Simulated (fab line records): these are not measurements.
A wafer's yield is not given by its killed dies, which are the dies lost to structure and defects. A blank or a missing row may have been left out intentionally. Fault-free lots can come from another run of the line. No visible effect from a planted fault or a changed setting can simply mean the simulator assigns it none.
Split-lot study -- flow n5_finfet -- 21 wafers read across 7 lots, on a route 1938 steps long

THE SPLIT
At N5_BEOL_M15_TRENCH_ETCH_34 (etches SiO2 in C4F8/O2/Ar, target depth 872.93 nm, time 199 s), the setting time_s was moved away from the recipe's 199 s on 7 of the 21 wafers read, by -20.4% to +15.5%. The other wafers ran this setting at the recipe's value.

The file shows no step between the split and the reading.

THE READING
Cu_of_BEOL_M15_ECD_47.thk_nm (the simulator's own value, which no gauge read), in nm, at N5_BEOL_M15_CMP_49 (polishes, stops on SiO2, t overpolish 4.9 s, target thk 850 nm). The file does not state a usual value for it. Here, 14 wafers ran the recipe; their average is 859.9 nm with a standard deviation of 16 nm.

wafer,"tool, chamber at the split","time_s as run, s",against the recipe,"Cu_of_BEOL_M15_ECD_47.thk_nm, nm",against lot-mates on the recipe
L074.4,"rie_diel-01, 1",199,recipe,873.4,-
L074.2,"rie_diel-01, 0",199,recipe,875.8,-
L074.6,"rie_diel-01, 0",217.4,+9.2%,959.4,+84.8
L077.4,"rie_diel-03, 1",158.5,-20.4%,681.2,-158.8
L077.1,"rie_diel-03, 3",158.5,-20.4%,669.8,-170.2
L077.6,"rie_diel-03, 0",199,recipe,840,-
L078.2,"rie_diel-01, 0",199,recipe,879.2,-
L078.4,"rie_diel-01, 0",199,recipe,870.2,-
L078.1,"rie_diel-01, 3",222.3,+11.7%,988.8,+114.1
L082.2,"rie_diel-05, 2",199,recipe,817.8,-
L082.1,"rie_diel-05, 3",229.9,+15.5%,976.2,+142.5
L082.3,"rie_diel-05, 1",199,recipe,849.6,-
L083.2,"rie_diel-01, 2",199,recipe,853.8,-
L083.6,"rie_diel-01, 2",199,recipe,851.2,-
L083.5,"rie_diel-01, 3",199,recipe,870.6,-
L087.1,"rie_diel-05, 2",186.2,-6.4%,788.8,-71.6
L087.4,"rie_diel-05, 3",199,recipe,860.4,-
L087.2,"rie_diel-05, 0",186.2,-6.4%,812.6,-47.8
L093.3,"rie_diel-05, 0",199,recipe,866,-
L093.1,"rie_diel-05, 1",199,recipe,861.2,-
L093.5,"rie_diel-05, 0",199,recipe,869.6,-

FIT RESULTS
A straight line over all 21 wafers: Cu_of_BEOL_M15_ECD_47.thk_nm changes by +9.1 nm for each +1% of time_s; r = +0.98; the points scatter about the line by 17 nm.
The same after taking each lot's own level away (the mean of its wafers on the recipe; 21 wafers): +8.6 nm for each +1%; r = +0.99; scatter 9.3 nm.
That fit puts the effect of the largest move of time_s on the reading at 1.8e+02 nm.
The lots' own levels span 833.70 to 874.70 nm, that is 2.6 times the standard deviation above.
Consequently the slope shifts little with the lot-to-lot level, the two slopes agreeing.
Check: with one of the wafers moved furthest among these (-20.4%) left out of the fit, the line predicts -180 nm for it against its lot-mates. It came out at -159 nm against them.

FURTHER SPLITS ON THESE WAFERS
Note: prior to the reading, these wafers also went through further splits. Each is held against what the fit with the lots' levels taken away leaves over:
other split on the same wafers,wafers away from the commonest value,r with Cu_of_BEOL_M15_ECD_47.thk_nm (lot level and that fit taken away)
N5_BEOL_M14_ETCH_68 time_s,8,-0.21
N5_BEOL_M14_TRENCH_ETCH_34 bias_w,4,-0.13
N5_BEOL_M15_PEB_26 peb_temp_c,2,-0.33

THE WHOLE CHAIN: every reading that the file lists as answering this split, in the file's order
step,what it does,reading,change (the file's fit),r (the file's)
N5_BEOL_M15_TRENCH_ETCH_34,"etches SiO2 in C4F8/O2/Ar, target depth 872.93 nm, time 199 s","etch.depth_nm (the simulator's own value, which no gauge read)",+8.75 nm for each +1% of the setting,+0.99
N5_BEOL_M15_TRENCH_ETCH_34,"etches SiO2 in C4F8/O2/Ar, target depth 872.93 nm, time 199 s","coat_of_BEOL_M15_COAT_22.thk_nm (the simulator's own value, which no gauge read)",-1.79 nm for each +1% of the setting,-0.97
N5_BEOL_M15_CMP_49,"polishes, stops on SiO2, t overpolish 4.9 s, target thk 850 nm","Cu_of_BEOL_M15_ECD_47.thk_nm (the simulator's own value, which no gauge read)",+8.77 nm for each +1% of the setting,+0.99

THE FILE'S OWN FIT
Cu_of_BEOL_M15_ECD_47.thk_nm changes by +8.77 nm for each +1% of time_s, r = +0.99.
